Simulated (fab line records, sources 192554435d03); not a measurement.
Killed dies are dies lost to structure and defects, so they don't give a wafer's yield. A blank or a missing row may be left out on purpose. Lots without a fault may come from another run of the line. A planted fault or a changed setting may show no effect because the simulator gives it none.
Problem report in the 8D (eight disciplines) form, filled by code | flow n5_finfet | the parts of the form that need people (team, actions taken, sign-off) are left out

1. THE PROBLEM
run_length_s at N5_BEOL_M3_CVD_47 reads a mean of 375.8 s on 3 wafers of 2 lots; wafers without a fault read 246.4 s with a standard deviation of 0.45. That is +99 or more standard deviations from the usual mean.
The step: deposits Co from CCTBA/H2, target thk 3 nm, time 223.8 s.
First seen on wafer L846.3, day 10 20:43, on cvd_co-02. The record holds 33 wafers of 11 lots with a number at this step. Rule for "out", or "out of limits": more than 4 standard deviations from the usual mean. The other wafers with a number count as sound.

2. WHAT IT IS AND WHAT IT IS NOT
question                    | is                     | is not
which readings at this step | run_length_s           | -
which lots                  | L845, L846             | L833, L835, L836, L837, L842, L850, L851, L855, L856
which wafers of those lots  | L845.3, L846.3, L846.6 | L845.1, L845.4, L846.5
read on which tools         | cvd_co-02              | cvd_co-01
when                        | from day 10 20:43      | up to then (16 sound wafers); but 14 sound wafers of L845, L850, L851, L855, L856 came after

3. SUSPECTS, AND WHAT RULES EACH OUT
Counting: a tool at a process step up to the reading stays a suspect if it ran every lot that is out. Sound lots after the first of them don't rule it out here, since some wafers of a struck lot are sound.
- cvd_co-02 at N5_BEOL_M3_CVD_47 (deposits Co from CCTBA/H2, target thk 3 nm, time 223.8 s): kept. It ran every lot that is out, first L846 (day 10 20:43); its last sound lot up to then is L837 (day 8 22:32). Its own readings are out on those wafers: run_length_s.
Left after counting: cvd_co-02 at N5_BEOL_M3_CVD_47.

4. THE CAUSE (what the simulator had put in)
Process parameter drift: cvd_co-02, from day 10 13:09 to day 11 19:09, at N5_BEOL_M3_CVD_47. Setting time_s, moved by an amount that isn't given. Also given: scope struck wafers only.
Counting left only this tool.

5. THE CHAIN OF EFFECTS, in route order
Each row: a reading whose mean over the struck wafers that have a number lies more than 3 standard deviations from the usual. Only readings for which the record gives a usual standard deviation are gone through. hours: the time from each lot's start at the first step in this table that gives one to its start at this step, as a median over the lots. sigmas: the change in usual standard deviations.
hours | step              | reading      | usual   | on struck wafers | change | sigmas
0     | N5_BEOL_M3_CVD_47 | run_length_s | 246.4 s | 375.8            | +129.4 | +99 or more
The process steps in it:
- N5_BEOL_M3_CVD_47: deposits Co from CCTBA/H2, target thk 3 nm, time 223.8 s.
Later measuring or inspecting steps at which every struck wafer that the step has a row for has a number for every such reading, and none has moved that far: N5_BEOL_M4_RC_MEAS_101.

6. WHAT WOULD HAVE CAUGHT IT SOONER
In this record the first reading out of limits was taken at day 10 20:43, 8 hours after the fault began at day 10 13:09.
